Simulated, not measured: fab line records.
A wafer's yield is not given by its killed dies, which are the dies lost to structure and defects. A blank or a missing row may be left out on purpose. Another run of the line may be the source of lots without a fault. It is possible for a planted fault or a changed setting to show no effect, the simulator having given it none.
Chamber matching	flow n5 finfet	N5_BEOL_M11_STRIP_19 on rie diel-05: 4 sister chambers
The step strips in O2. 18 wafers are shown with their chamber, then 9 later ones without.

WAFERS, EACH WITH ITS CHAMBER
wafer	chamber	showerhead plenum p Torr (Torr)	throttle valve pct (%)	oes product au (a.u.)
L075.1	0	2.18	16.59	0.75
L075.4	3	2.07	16.98	0.67
L075.6	3	2.07	17.00	0.69
L076.2	0	2.18	16.57	0.74
L076.3	3	2.07	16.98	0.68
L076.5	3	2.07	16.99	0.69
L079.2	0	2.18	16.59	0.74
L079.4	3	2.07	17.00	0.68
L079.6	1	2.11	16.52	0.78
L086.1	3	2.07	17.01	0.67
L086.2	0	2.17	16.62	0.73
L086.4	2	2.11	16.63	0.80
L088.2	0	2.17	16.61	0.73
L088.3	1	2.11	16.52	0.78
L088.6	1	2.11	16.53	0.77
L087.1	1	2.11	16.52	0.77
L087.3	0	2.17	16.63	0.72
L087.6	0	2.17	16.61	0.74

SIGNATURES (averages over the wafers above)
reading	chamber 0	chamber 1	chamber 2	chamber 3	scatter within a chamber
showerhead plenum p Torr	2.1743	2.1100	2.1100	2.0700	0.0035
throttle valve pct	16.6029	16.5225	16.6300	16.9933	0.0155
oes product au	0.7357	0.7750	0.8000	0.6800	0.00875
Rule: a wafer's distance from a chamber is the root of the sum, over the readings, of the square of ((its reading less the chamber's mean) divided by the reading's scatter). The wafer belongs to the nearest chamber; if the next one is less than 2 further off, it can't be placed. The scatter: take each reading less its chamber's mean, square it, sum over the shown wafers, divide by the number of wafers less the number of chambers, and take the root.

WAFERS MISSING THEIR CHAMBER
wafer	showerhead plenum p Torr (Torr)	throttle valve pct (%)	oes product au (a.u.)
L089.1	2.10	16.62	0.78
L089.2	2.06	16.54	0.97
L089.3	2.11	16.54	0.75
L091.1	2.10	16.63	0.79
L091.2	2.17	16.66	0.72
L091.6	2.10	16.53	0.75
L097.1	2.06	16.60	0.90
L097.2	2.16	16.66	0.71
L097.4	2.10	16.56	0.74

WHICH CHAMBER EACH ONE RAN IN
wafer	from the rows above	in truth
L089.1	2	2
L089.2	can't be placed: 2 or 1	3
L089.3	1	1
L091.1	2	2
L091.2	0	0
L091.6	1	1
L097.1	2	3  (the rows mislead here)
L097.2	0	0
L097.4	1	1
7 of 9 placed correctly. These rows do not allow placing 1 (true chamber among the candidates in 0). Number placed wrongly: 1.
